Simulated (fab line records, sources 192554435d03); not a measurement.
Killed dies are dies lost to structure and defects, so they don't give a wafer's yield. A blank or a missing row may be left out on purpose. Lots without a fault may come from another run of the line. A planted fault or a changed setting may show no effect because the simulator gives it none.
Which tool did it? | flow n5_finfet | 23 lots, 69 wafers sampled, at 2 steps of a route of 1938

WHAT THE GAUGES READ, wafer by wafer
N5_MOL_CONTACT_COAG_CD_MEAS_40: target cd 25.1 nm. Usual: cd_nm 25.00 nm, standard deviation 0.22.
lot  | measured     | on        | cd_nm (nm)        | flag
L074 | day 5 12:41  | cd_sem-03 | 25.25 24.43 25.21 |
L075 | day 5 12:56  | cd_sem-01 | 24.58 24.84 24.83 |
L076 | day 5 17:24  | cd_sem-03 | 25.26 25.09 25.00 |
L077 | day 6 03:11  | cd_sem-02 | 25.35 24.90 24.77 |
L078 | day 6 14:04  | cd_sem-02 | 24.95 24.63 25.24 |
L079 | day 6 18:14  | cd_sem-03 | 25.18 25.55 24.72 |
L080 | day 7 02:37  | cd_sem-01 | 24.96 24.92 24.93 |
L082 | day 7 05:47  | cd_sem-03 | 25.04 24.43 25.03 |
L083 | day 7 15:29  | cd_sem-03 | 24.70 24.75 25.28 |
L084 | day 7 15:41  | cd_sem-01 | 24.85 25.09 24.94 |
L085 | day 7 22:48  | cd_sem-01 | 24.71 24.85 25.16 |
L086 | day 8 02:58  | cd_sem-02 | 24.98 25.26 25.25 |
L087 | day 8 13:49  | cd_sem-02 | 25.00 24.72 24.65 |
L088 | day 8 18:22  | cd_sem-03 | 24.91 24.82 25.17 |
L089 | day 8 20:54  | cd_sem-03 | 24.89 24.74 25.08 |
L090 | day 9 04:41  | cd_sem-02 | 24.97 25.08 25.39 |
L091 | day 9 10:28  | cd_sem-02 | 24.90 25.06 25.28 |
L092 | day 9 20:42  | cd_sem-02 | 25.20 25.13 24.73 |
L093 | day 10 03:00 | cd_sem-03 | 24.91 25.01 24.90 |
L094 | day 10 09:12 | cd_sem-03 | 24.88 24.77 24.77 |
L095 | day 10 18:37 | cd_sem-02 | 25.22 24.74 25.06 |
L096 | day 11 00:17 | cd_sem-03 | 25.38 24.86 25.21 |
L097 | day 11 01:53 | cd_sem-02 | 25.05 25.11 25.33 |

N5_MOL_CONTACT_COAG_OVL_MEAS_41. Usual: VD_OVL 0.0 nm, standard deviation 0.58.
lot  | measured     | on         | VD_OVL (nm)    | flag
L074 | day 5 12:43  | overlay-02 | -0.2 -0.6 -0.2 |
L075 | day 5 12:59  | overlay-02 | 0.1 0.1 0.2    |
L076 | day 5 17:26  | overlay-02 | 1.4 -0.1 0.3   |
L077 | day 6 03:13  | overlay-02 | 0.1 -0.3 0.6   |
L078 | day 6 14:05  | overlay-02 | -0.2 -0.4 -1.0 |
L079 | day 6 18:16  | overlay-01 | -0.2 -0.4 0.7  |
L080 | day 7 02:39  | overlay-02 | -0.3 0.1 0.2   |
L082 | day 7 05:50  | overlay-02 | -0.3 0.4 0.3   |
L083 | day 7 15:31  | overlay-02 | -0.1 -0.2 -1.3 |
L084 | day 7 15:43  | overlay-01 | -0.5 0.5 0.9   |
L085 | day 7 22:50  | overlay-02 | -0.8 -0.6 0.5  |
L086 | day 8 03:01  | overlay-01 | 0.5 -0.2 0.0   |
L087 | day 8 13:51  | overlay-01 | 0.6 0.6 0.4    |
L088 | day 8 18:24  | overlay-02 | 0.5 0.0 -0.7   |
L089 | day 8 20:56  | overlay-01 | -0.7 -0.1 -0.2 |
L090 | day 9 04:43  | overlay-01 | 0.5 -0.1 0.9   |
L091 | day 9 10:30  | overlay-01 | -0.1 -1.1 0.2  |
L092 | day 9 20:45  | overlay-02 | 0.2 0.1 0.2    |
L093 | day 10 03:02 | overlay-01 | -1.5 -0.9 0.1  |
L094 | day 10 09:14 | overlay-02 | 0.4 0.7 0.6    |
L095 | day 10 18:38 | overlay-02 | 0.0 1.6 0.7    |
L096 | day 11 00:19 | overlay-02 | -1.0 0.3 -0.6  |
L097 | day 11 01:55 | overlay-02 | 0.1 -0.3 0.2   |

WHICH TOOL RAN EACH LOT (tool, then ch and the chambers of the sampled wafers, then the start)
The record holds no process step before these readings.

WHAT THE TOOLS THEMSELVES READ (means of the sampled wafers that have a number; where no wafer has one, the mark that the record gives instead)
The record holds no such reading with a usual standard deviation.

THE ANSWER, worked out from the rows above alone
Rule: a lot is off if the mean of its wafers that have a number lies more than 3 standard deviations from the usual mean. A lot without any number at a reading at which 4 lots or more have one is off too. The other lots that the step has rows for count as sound. The gauges are gone through in route order, then the tools' own readings, and for those a lot's mean is taken as printed above. The first step at which some lot is off is used, and at that step the reading that is off furthest; a lot without a number counts as furthest.
No lot is off at any reading shown: from this, nothing can be told.

WHAT THE SIMULATOR HAD PUT IN
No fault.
